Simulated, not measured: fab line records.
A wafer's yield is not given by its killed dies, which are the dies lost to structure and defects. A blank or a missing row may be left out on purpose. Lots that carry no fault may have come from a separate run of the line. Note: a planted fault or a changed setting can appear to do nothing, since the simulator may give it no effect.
Split-lot trial | flow n5_finfet | route with 1938 steps; 7 lots, 21 wafers read

SPLIT DETAILS
At N5_BEOL_M11_HM_DEP_02 (deposits TiN, target thk 20 nm), the setting target_thk_a was moved away from the recipe's 200 angstrom on 7 of the 21 wafers read, by -9.3% to +13.1%. All remaining wafers had this setting at the recipe value.

FROM THE SPLIT TO THE READING: what the file shows between them, 4 steps
- N5_BEOL_M11_COAT_59: time 60 s, resist thk 100 nm
- N5_BEOL_M11_COAT_60: time 60 s, resist thk 30 nm
- N5_BEOL_M11_STRIP_68: strips in N2/H2
- N5_BEOL_M11_STRIP_67: strips in CF4

THE READING
etch.depth_nm (the simulator's own value, which no gauge read), in nm, at N5_BEOL_M11_HM_OPEN_17 (chemistry Cl2/BCl3, target TiN, target depth 20 nm, overetch 6 nm). The file gives no usual value for it. Here, 14 wafers ran the recipe; their average is 20.13 nm with a standard deviation of 0.3 nm.

wafer  | tool, chamber at the split | target_thk_a as run, angstrom | against the recipe | etch.depth_nm, nm | against lot-mates on the recipe
L075.2 | pvd_sputter-01, -          | 200                           | recipe             | 19.72             | -
L075.3 | pvd_sputter-01, -          | 181.3                         | -9.3%              | 17.59             | -2.13
L075.6 | pvd_sputter-01, -          | 181.3                         | -9.3%              | 17.99             | -1.73
L079.2 | pvd_sputter-03, -          | 200                           | recipe             | 19.71             | -
L079.5 | pvd_sputter-03, -          | 226.1                         | +13.1%             | 22.75             | +3.03
L079.6 | pvd_sputter-03, -          | 200                           | recipe             | 19.73             | -
L078.2 | pvd_sputter-02, -          | 200                           | recipe             | 20.06             | -
L078.3 | pvd_sputter-02, -          | 190.7                         | -4.7%              | 18.65             | -1.47
L078.6 | pvd_sputter-02, -          | 200                           | recipe             | 20.17             | -
L083.1 | pvd_sputter-02, -          | 200                           | recipe             | 20.51             | -
L083.4 | pvd_sputter-02, -          | 200                           | recipe             | 20.29             | -
L083.6 | pvd_sputter-02, -          | 200                           | recipe             | 20.45             | -
L082.1 | pvd_sputter-01, -          | 183.6                         | -8.2%              | 17.83             | no lot-mate on the recipe
L082.5 | pvd_sputter-01, -          | 183.6                         | -8.2%              | 17.92             | no lot-mate on the recipe
L082.6 | pvd_sputter-01, -          | 183.6                         | -8.2%              | 18.46             | no lot-mate on the recipe
L087.1 | pvd_sputter-03, -          | 200                           | recipe             | 20.26             | -
L087.4 | pvd_sputter-03, -          | 200                           | recipe             | 20.21             | -
L087.5 | pvd_sputter-03, -          | 200                           | recipe             | 19.86             | -
L088.2 | pvd_sputter-02, -          | 200                           | recipe             | 20.06             | -
L088.5 | pvd_sputter-02, -          | 200                           | recipe             | 20.13             | -
L088.6 | pvd_sputter-02, -          | 200                           | recipe             | 20.72             | -

THE FIT
A straight line over all 21 wafers: etch.depth_nm changes by +0.234 nm for each +1% of target_thk_a; r = +0.97; the points scatter about the line by 0.32 nm.
The same after taking each lot's own level away (the mean of its wafers on the recipe; 18 wafers): +0.225 nm for each +1%; r = +0.98; scatter 0.21 nm.
Per that fit: largest target_thk_a move, reading shift of 2.9 nm.
From 19.720 to 20.417 nm: that is the span of the lots' own levels, equal to 2.3 times the standard deviation above.
So the lot-to-lot level changes the slope little: the two slopes agree.
Check: +2.81 nm against its lot-mates is what the line predicts for one of the wafers moved furthest among these (+13.1%) when that wafer is left out of the fit. It came out at +3.03 nm against them.

OTHER SPLITS APPLIED TO THESE WAFERS
Other splits were also applied to these wafers ahead of the reading. Each is held against what the fit with the lots' levels taken away leaves over:
other split on the same wafers | wafers away from the commonest value | r with etch.depth_nm (lot level and that fit taken away)
N5_BEOL_M8_ILD_DEP_00 time_s   | 7                                    | -0.21
N5_BEOL_M9_ILD_DEP_00 time_s   | 6                                    | -0.27
N5_BEOL_M9_COAT_05 spin_rpm    | 4                                    | -0.14
N5_BEOL_M9_ETCH_66 time_s      | 9                                    | -0.18
N5_BEOL_M11_PECVD_70 temp_c    | 5                                    | -0.01

THE WHOLE CHAIN: every reading that the file lists as answering this split, in the file's order
step                   | what it does                                                      | reading                                                                           | change (the file's fit)               | r (the file's)
N5_BEOL_M11_HM_DEP_02  | deposits TiN, target thk 20 nm                                    | TiN_of_BEOL_M11_HM_DEP_02.thk_nm (the simulator's own value, which no gauge read) | +0.232 nm for each +1% of the setting | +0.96
N5_BEOL_M11_HM_OPEN_17 | chemistry Cl2/BCl3, target TiN, target depth 20 nm, overetch 6 nm | etch.depth_nm (the simulator's own value, which no gauge read)                    | +0.23 nm for each +1% of the setting  | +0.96

FILE'S OWN FIT
etch.depth_nm changes by +0.23 nm for each +1% of target_thk_a, r = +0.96.
